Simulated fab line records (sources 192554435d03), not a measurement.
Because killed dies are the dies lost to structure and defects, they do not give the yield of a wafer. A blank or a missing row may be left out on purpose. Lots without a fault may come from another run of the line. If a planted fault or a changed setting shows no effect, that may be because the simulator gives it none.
Which tool did it?	flow n5_finfet	30 wafers from 10 lots sampled at 4 of the route's 1938 steps

WHAT THE GAUGES READ, wafer by wafer
N5_BEOL_M5_CD_MEAS_28: target cd 30.6 nm, target cd y 20 nm.
lot	measured	on	cd_nm (nm)
L128	day 8 07:28	cd_sem-01	30.76 30.45 31.21
L129	day 8 10:02	cd_sem-03	30.47 30.18 30.80
L131	day 9 01:53	cd_sem-01	30.62 31.13 30.22
L139	day 11 06:05	cd_sem-02	30.57 30.51 30.60
L140	day 11 13:31	cd_sem-01	30.43 30.79 30.65
L143	day 12 21:08	cd_sem-03	30.49 30.47 30.34
L145	day 12 21:22	cd_sem-03	30.54 30.76 29.67
L147	day 13 18:14	cd_sem-01	30.21 30.43 30.46
L150	day 14 03:32	cd_sem-03	30.92 30.52 30.27
L148	day 14 03:43	cd_sem-01	30.49 30.26 30.54

N5_BEOL_M5_OVL_MEAS_29.
lot	measured	on	V4_OVL (nm)
L128	day 8 07:29	overlay-02	-0.4 0.1 -1.2
L129	day 8 10:04	overlay-02	-0.9 -0.8 -0.8
L131	day 9 01:56	overlay-02	-0.3 -1.2 -0.4
L139	day 11 06:07	overlay-02	0.0 0.6 1.0
L140	day 11 13:32	overlay-01	0.2 0.9 0.4
L143	day 12 21:11	overlay-01	-1.2 -1.0 0.0
L145	day 12 21:24	overlay-02	-0.8 -0.4 -1.0
L147	day 13 18:16	overlay-02	0.3 -0.5 -0.1
L150	day 14 03:34	overlay-01	1.3 0.0 1.2
L148	day 14 03:45	overlay-01	-0.4 -0.5 -0.5

N5_BEOL_M5_INSPECT_30: inspects for defects (brightfield).
lot	measured	on	raw_defect_count
L128	day 8 07:32	defect_inspect-01	286 407 335
L129	day 8 10:07	defect_inspect-02	303 341 416
L131	day 9 01:59	defect_inspect-01	503 425 432
L139	day 11 06:10	defect_inspect-01	955 952 914
L140	day 11 13:36	defect_inspect-02	960 986 836
L143	day 12 21:14	defect_inspect-01	404 639 418
L145	day 12 21:27	defect_inspect-01	590 498 445
L147	day 13 18:19	defect_inspect-01	473 326 595
L150	day 14 03:37	defect_inspect-02	627 677 576
L148	day 14 03:48	defect_inspect-02	282 332 397

EACH LOT AND THE TOOL THAT RAN IT (in order: tool; ch and the chambers of the sampled wafers; start)
lot	N5_BEOL_M5_STRIP_19
L128	rie_diel-06 ch 0,2,3, day 8 06:04
L129	rie_diel-06 ch 1,2,3, day 8 08:48
L131	rie_diel-06 ch 0,2,3, day 9 00:17
L139	rie_diel-06 ch 0,1,2, day 11 02:41
L140	rie_diel-06 ch 1,2,3, day 11 07:47
L143	rie_diel-01 ch 1,2,3, day 12 19:15
L145	rie_diel-01 ch 2,3, day 12 20:42
L147	rie_diel-01 ch 0,1,2, day 13 17:08
L150	rie_diel-01 ch 0,2,3, day 14 01:37
L148	rie_diel-01 ch 0,2, day 14 02:35
- N5_BEOL_M5_STRIP_19: strips in O2.

WHAT THE TOOLS THEMSELVES READ (means of the sampled wafers that have a number; where no wafer has one, the mark that the record gives instead)
N5_BEOL_M5_STRIP_19.
lot	tool	drypump_motor_current_A (A)	oes_product_au (a.u.)	rf_vpp_V (V)	showerhead_plenum_p_Torr (Torr)	throttle_valve_pct (%)
L128	rie_diel-06	5.71	0.77	3.9	2.16	16.56
L129	rie_diel-06	5.54	0.76	3.3	2.16	16.57
L131	rie_diel-06	5.70	0.77	3.7	2.16	16.57
L139	rie_diel-06	5.49	0.70	3.6	2.10	16.77
L140	rie_diel-06	5.53	0.74	3.5	2.15	16.60
L143	rie_diel-01	5.47	0.90	3.9	2.14	16.64
L145	rie_diel-01	5.36	0.87	3.5	2.13	16.87
L147	rie_diel-01	5.55	0.86	3.0	2.10	16.63
L150	rie_diel-01	5.45	0.82	3.4	2.09	16.86
L148	rie_diel-01	5.64	0.87	3.9	2.09	16.78

THE ANSWER, worked out from the rows above alone
Rule: what is usual is taken from the lots themselves. The widest of any qualifying gaps counts: lots, ordered by their means at a reading, are off when they make up no more than a third of the lots, leave a main group of 4 or more, and stand apart from it by 3 or more times the standard deviation of that group's means. A main group whose means are all the same, to the digits that the tables above print for the reading, isn't used. Also off: a lot with no number at a reading for which 4 or more lots have one. Where the step has rows for the other lots, those lots are counted as sound. First the gauges in route order, then the tools' own readings, where a lot's mean is used as printed above. The first step at which some lot is off is used, and at that step the reading that is off furthest; a lot without a number counts as furthest.
Off: L139, L140, at N5_BEOL_M5_INSPECT_30 (raw_defect_count). Main group: mean 447, sd 94.
A tool fits if, at a process step before that reading, it ran every lot that is off, and no sound lot after the first of them. Those tools and the gauges at N5_BEOL_M5_INSPECT_30 are tried in the same way. One candidate fits, namely rie_diel-06 at N5_BEOL_M5_STRIP_19. Its last sound lot is L131 (day 9 00:17), its first lot that is off L139 (day 11 02:41): a fault that began between those two fits.

WHAT THE SIMULATOR PUT IN
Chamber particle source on rie_diel-06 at N5_BEOL_M5_STRIP_19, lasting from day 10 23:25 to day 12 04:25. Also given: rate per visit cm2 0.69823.
Struck lots among those shown: L139, L140. The rule above found the same.
